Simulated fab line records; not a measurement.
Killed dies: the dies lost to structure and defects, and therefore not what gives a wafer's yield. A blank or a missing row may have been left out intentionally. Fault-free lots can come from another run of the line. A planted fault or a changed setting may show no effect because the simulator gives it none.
Chamber matching + flow n5Finfet + N5_BEOL_M1_PECVD_72 on pecvd-01 has 3 sister chambers
The step deposits SiO2 from TEOS/O2, target thk 16 nm, time 18 s. 36 wafers are shown with their chamber, then 12 later ones without.

## EACH WAFER AND ITS CHAMBER
| wafer  | chamber | throttleValvePct (%) | showerheadPlenumPTorr (Torr) | heaterPowerW (W) |
|--------|---------|----------------------|------------------------------|------------------|
| L074.1 | 1       | 22.4                 | 8.76                         | 645              |
| L074.4 | 0       | 23.1                 | 8.88                         | 673              |
| L074.6 | 1       | 22.7                 | 8.76                         | 659              |
| L075.1 | 1       | 22.8                 | 8.78                         | 641              |
| L075.2 | 0       | 23.1                 | 8.90                         | 733              |
| L075.3 | 2       | 20.2                 | 8.67                         | 635              |
| L075.4 | 0       | 23.1                 | 8.89                         | 710              |
| L075.5 | 2       | 20.3                 | 8.68                         | 613              |
| L075.6 | 1       | 22.5                 | 8.76                         | 641              |
| L078.1 | 0       | 22.9                 | 8.91                         | 675              |
| L078.2 | 1       | 22.8                 | 8.76                         | 550              |
| L078.3 | 2       | 19.6                 | 8.68                         | 567              |
| L078.4 | 0       | 23.3                 | 8.89                         | 680              |
| L078.5 | 1       | 22.7                 | 8.79                         | 546              |
| L078.6 | 2       | 20.3                 | 8.70                         | 552              |
| L080.1 | 0       | 23.0                 | 8.90                         | 692              |
| L080.2 | 2       | 19.9                 | 8.69                         | 653              |
| L080.3 | 1       | 22.7                 | 8.79                         | 589              |
| L080.4 | 0       | 23.2                 | 8.91                         | 674              |
| L080.5 | 2       | 20.3                 | 8.70                         | 642              |
| L080.6 | 1       | 22.9                 | 8.77                         | 587              |
| L083.1 | 2       | 20.3                 | 8.70                         | 694              |
| L083.2 | 0       | 23.0                 | 8.92                         | 677              |
| L083.3 | 1       | 22.6                 | 8.79                         | 580              |
| L083.4 | 1       | 22.7                 | 8.79                         | 592              |
| L083.5 | 2       | 20.4                 | 8.71                         | 695              |
| L083.6 | 0       | 22.9                 | 8.91                         | 697              |
| L084.1 | 0       | 23.1                 | 8.91                         | 667              |
| L084.3 | 1       | 22.6                 | 8.79                         | 618              |
| L084.5 | 0       | 23.0                 | 8.91                         | 668              |
| L086.1 | 2       | 20.2                 | 8.70                         | 574              |
| L086.2 | 0       | 23.1                 | 8.88                         | 726              |
| L086.3 | 1       | 22.7                 | 8.78                         | 648              |
| L091.1 | 2       | 20.3                 | 8.72                         | 646              |
| L091.2 | 1       | 22.5                 | 8.77                         | 679              |
| L091.4 | 2       | 20.0                 | 8.69                         | 677              |

SIGNATURES (means of the wafers above)
| reading               | chamber 0 | chamber 1 | chamber 2 | scatter within a chamber |
|-----------------------|-----------|-----------|-----------|--------------------------|
| throttleValvePct      | 23.067    | 22.662    | 20.164    | 0.169                    |
| showerheadPlenumPTorr | 8.9008    | 8.7762    | 8.6945    | 0.0136                   |
| heaterPowerW          | 689.33    | 613.46    | 631.64    | 39.7                     |
Rule: distance of a wafer from a chamber = root of the sum over the readings of ((wafer's reading minus chamber's mean) / reading's scatter) squared. If the next closest chamber is less than 2 further off than the closest, the wafer can't be placed; otherwise it belongs to the closest. The scatter: the root of (the sum of the squares of (reading less its chamber's mean) over the shown wafers, divided by (wafers less chambers)).

## WAFERS WHOSE CHAMBER IS MISSING
| wafer  | throttleValvePct (%) | showerheadPlenumPTorr (Torr) | heaterPowerW (W) |
|--------|----------------------|------------------------------|------------------|
| L092.2 | 22.5                 | 8.75                         | 654              |
| L092.4 | 22.6                 | 8.77                         | 678              |
| L092.5 | 20.3                 | 8.70                         | 648              |
| L094.4 | 23.1                 | 8.90                         | 620              |
| L094.5 | 20.4                 | 8.69                         | 546              |
| L094.6 | 22.3                 | 8.79                         | 644              |
| L095.1 | 23.2                 | 8.90                         | 741              |
| L095.3 | 22.6                 | 8.80                         | 622              |
| L095.6 | 20.4                 | 8.71                         | 643              |
| L097.1 | 20.4                 | 8.70                         | 612              |
| L097.3 | 23.1                 | 8.90                         | 622              |
| L097.6 | 22.7                 | 8.78                         | 607              |

## WHICH CHAMBER EACH ONE RAN IN
| wafer  | from the rows above | in truth |
|--------|---------------------|----------|
| L092.2 | 1                   | 1        |
| L092.4 | 1                   | 1        |
| L092.5 | 2                   | 2        |
| L094.4 | 0                   | 0        |
| L094.5 | 2                   | 2        |
| L094.6 | 1                   | 1        |
| L095.1 | 0                   | 0        |
| L095.3 | 1                   | 1        |
| L095.6 | 2                   | 2        |
| L097.1 | 2                   | 2        |
| L097.3 | 0                   | 0        |
| L097.6 | 1                   | 1        |
Correct placement for 12 of the 12. From these rows, 0 cannot be placed. 0 placed wrongly.
